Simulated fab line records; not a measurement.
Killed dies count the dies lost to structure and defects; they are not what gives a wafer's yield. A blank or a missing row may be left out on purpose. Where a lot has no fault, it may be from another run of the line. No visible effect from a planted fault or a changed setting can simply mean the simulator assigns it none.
Split-lot experiment -- flow n5_finfet -- on a route of 1938 steps: 7 lots, 21 wafers read

ON THE SPLIT
At N5_SDB_COAT_04 (time 60 s, resist thk 18 nm), the setting spin_rpm was moved away from the recipe's 1500 rpm on 7 of the 21 wafers read, by -9.0% to +9.2%. For the rest of the wafers, this setting stayed at what the recipe calls for.

FROM THE SPLIT TO THE READING: what the file shows between them, 4 steps
- N5_SDB_COAT_05: resist thk 90 nm
- N5_SDB_EBR_07
- N5_SDB_DESCUM_16: chemistry O2, time 7.9 s
- N5_SDB_ETCH_17: etches SiARC in CF4, target depth 23.4 nm, time 39 s

THE READING
SiARC_of_SDB_COAT_04.thk_nm (the simulator's own value, which no gauge read), in nm, at N5_SDB_ETCH_18 (etches SOC in N2/H2, target depth 100 nm, overetch 20 nm, time 150 s). There is no usual value for it anywhere in the file. Across the 14 wafers here that went through the recipe, the average is 12.8 nm and the standard deviation 0.19 nm.

wafer,"tool, chamber at the split","spin_rpm as run, rpm",against the recipe,"SiARC_of_SDB_COAT_04.thk_nm, nm",against lot-mates on the recipe
L075.1,"litho_track-02, 0",1623,+8.2%,12,-0.8
L075.3,"litho_track-02, 0",1500,recipe,12.8,-
L075.4,"litho_track-02, 0",1500,recipe,12.8,-
L083.1,"litho_track-01, 0",1566,+4.4%,12.6,-0.4
L083.2,"litho_track-01, 0",1500,recipe,13,-
L083.6,"litho_track-01, 0",1566,+4.4%,12.2,-0.8
L084.3,"litho_track-02, 0",1500,recipe,12.8,-
L084.4,"litho_track-02, 0",1500,recipe,13,-
L084.6,"litho_track-02, 0",1500,recipe,12.6,-
L089.1,"litho_track-01, 0",1638,+9.2%,12.4,-1.0
L089.2,"litho_track-01, 0",1500,recipe,13.4,-
L089.4,"litho_track-01, 0",1638,+9.2%,12,-1.4
L091.4,"litho_track-02, 0",1500,recipe,12.8,-
L091.5,"litho_track-02, 0",1500,recipe,12.8,-
L091.6,"litho_track-02, 0",1500,recipe,12.8,-
L095.3,"litho_track-02, 0",1500,recipe,12.8,-
L095.4,"litho_track-02, 0",1500,recipe,12.8,-
L095.5,"litho_track-02, 0",1500,recipe,12.6,-
L097.2,"litho_track-01, 0",1500,recipe,12.8,-
L097.4,"litho_track-01, 0",1365,-9.0%,13.6,+0.8
L097.5,"litho_track-01, 0",1365,-9.0%,13.8,+1.0

FIT RESULTS
A straight line over all 21 wafers: SiARC_of_SDB_COAT_04.thk_nm changes by -0.0875 nm for each +1% of spin_rpm; r = -0.90; the points scatter about the line by 0.2 nm.
The same after taking each lot's own level away (the mean of its wafers on the recipe; 21 wafers): -0.113 nm for each +1%; r = -0.97; scatter 0.14 nm.
Per that fit: largest spin_rpm move, reading shift of 1 nm.
Across the lots, their own levels run from 12.73 to 13.40 nm, a range of 3.5 times the standard deviation given above.
In other words, the slope is changed by the lot-to-lot level; the two fits disagree.
Check: -1.09 nm against its lot-mates is what the line predicts for one of the wafers moved furthest among these (+9.2%) when that wafer is left out of the fit. Against them it came out at -1 nm.

ADDITIONAL SPLITS CARRIED BY THESE WAFERS
These wafers also went through other splits before the reading. Each is held against what the fit with the lots' levels taken away leaves over:
other split on the same wafers,wafers away from the commonest value,r with SiARC_of_SDB_COAT_04.thk_nm (lot level and that fit taken away)
N5_SD_EPI_N_PEB_07 peb_time_s,7,+0.01

THE WHOLE CHAIN: every reading that the file lists as answering this split, in the file's order
step,what it does,reading,change (the file's fit),r (the file's)
N5_SDB_COAT_04,"time 60 s, resist thk 18 nm","SiARC_of_SDB_COAT_04.thk_nm (the simulator's own value, which no gauge read)",-0.0842 nm for each +1% of the setting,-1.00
N5_SDB_ETCH_17,"etches SiARC in CF4, target depth 23.4 nm, time 39 s","etch.depth_nm (the simulator's own value, which no gauge read)",-0.0854 nm for each +1% of the setting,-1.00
N5_SDB_ETCH_17,"etches SiARC in CF4, target depth 23.4 nm, time 39 s","CAR-ArF_of_SDB_COAT_05.thk_nm (the simulator's own value, which no gauge read)",+0.0936 nm for each +1% of the setting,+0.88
N5_SDB_ETCH_18,"etches SOC in N2/H2, target depth 100 nm, overetch 20 nm, time 150 s","SiARC_of_SDB_COAT_04.thk_nm (the simulator's own value, which no gauge read)",-0.112 nm for each +1% of the setting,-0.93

FILE'S OWN FIT
SiARC_of_SDB_COAT_04.thk_nm changes by -0.112 nm for each +1% of spin_rpm, r = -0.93.
